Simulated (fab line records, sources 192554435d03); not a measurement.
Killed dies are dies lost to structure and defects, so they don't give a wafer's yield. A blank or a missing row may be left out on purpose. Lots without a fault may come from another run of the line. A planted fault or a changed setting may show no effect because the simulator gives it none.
Problem report in the 8D (eight disciplines) form, filled by code | flow n5_finfet | the parts of the form that need people (team, actions taken, sign-off) are left out

1. THE PROBLEM
run_length_s at N5_BEOL_M5_ETCH_68 reads a mean of 170.7 s on 1 wafer of 1 lot; wafers without a fault read 143.2 s with a standard deviation of 0.48. That is +57 standard deviations from the usual mean.
The step: etches SOC in N2/H2, target depth 80 nm, overetch 16 nm, time 120 s.
First seen on wafer L319.3, day 10 12:34, on rie_diel-04. The record holds 15 wafers of 5 lots with a number at this step. Rule for "out", or "out of limits": more than 4 standard deviations from the usual mean. The other wafers with a number count as sound.

2. WHAT IT IS AND WHAT IT IS NOT
question                    | is                | is not
which readings at this step | run_length_s      | bias_w, drypump_motor_current_A, oes_product_au, rf_vpp_V, showerhead_plenum_p_Torr, throttle_valve_pct
which lots                  | L319              | L313, L329, L330, L334
which wafers of those lots  | L319.3            | L319.4, L319.6
read on which tools         | rie_diel-04       | rie_diel-02, rie_diel-03
when                        | from day 10 12:34 | up to then (5 sound wafers); but 9 sound wafers of L329, L330, L334 came after

3. SUSPECTS, AND WHAT RULES EACH OUT
Counting: a tool at a process step up to the reading stays a suspect if it ran every lot that is out. Sound lots after the first of them don't rule it out here, since some wafers of a struck lot are sound.
- rie_diel-04 at N5_BEOL_M5_DESCUM_33 (chemistry O2, time 7 s): kept. It ran the lot that is out, L319 (day 10 12:29).
- rie_diel-04 at N5_BEOL_M5_ETCH_75 (etches underlayer in N2/H2, target depth 6.5 nm, time 5.2 s): kept. It ran the lot that is out, L319 (day 10 12:31).
- rie_diel-04 at N5_BEOL_M5_ETCH_67 (etches SiARC in CF4, target depth 15.6 nm, time 26 s): kept. It ran the lot that is out, L319 (day 10 12:32).
- rie_diel-04 at N5_BEOL_M5_ETCH_68 (etches SOC in N2/H2, target depth 80 nm, overetch 16 nm, time 120 s): kept. It ran the lot that is out, L319 (day 10 12:34). Its own readings are out on those wafers: run_length_s.
- Within rie_diel-04 at N5_BEOL_M5_DESCUM_33: the wafers that are out ran in chamber 2; their sound lot-mates ran in chambers 1, 3.
- Within rie_diel-04 at N5_BEOL_M5_ETCH_75: the wafers that are out ran in chamber 2; their sound lot-mates ran in chambers 1, 3.
- Within rie_diel-04 at N5_BEOL_M5_ETCH_67: the wafers that are out ran in chamber 2; their sound lot-mates ran in chambers 1, 3.
- Within rie_diel-04 at N5_BEOL_M5_ETCH_68: the wafers that are out ran in chamber 2; their sound lot-mates ran in chambers 1, 3.
Left after counting: rie_diel-04 at N5_BEOL_M5_DESCUM_33, rie_diel-04 at N5_BEOL_M5_ETCH_75, rie_diel-04 at N5_BEOL_M5_ETCH_67, rie_diel-04 at N5_BEOL_M5_ETCH_68.

4. THE CAUSE (what the simulator had put in)
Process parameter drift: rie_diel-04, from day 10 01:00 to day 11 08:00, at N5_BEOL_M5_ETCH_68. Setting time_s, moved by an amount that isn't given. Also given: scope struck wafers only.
Counting left 4 suspects, and this tool is among them.

5. THE CHAIN OF EFFECTS, in route order
Each row: a reading whose mean over the struck wafers that have a number lies more than 3 standard deviations from the usual. Only readings for which the record gives a usual standard deviation are gone through. hours: the time from each lot's start at the first step in this table that gives one to its start at this step, as a median over the lots. sigmas: the change in usual standard deviations.
hours | step               | reading      | usual   | on struck wafers | change | sigmas
0     | N5_BEOL_M5_ETCH_68 | run_length_s | 143.2 s | 170.7            | +27.5  | +57
The process steps in it:
- N5_BEOL_M5_ETCH_68: etches SOC in N2/H2, target depth 80 nm, overetch 16 nm, time 120 s.

6. WHAT WOULD HAVE CAUGHT IT SOONER
In this record the first reading out of limits was taken at day 10 12:34, 12 hours after the fault began at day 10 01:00.
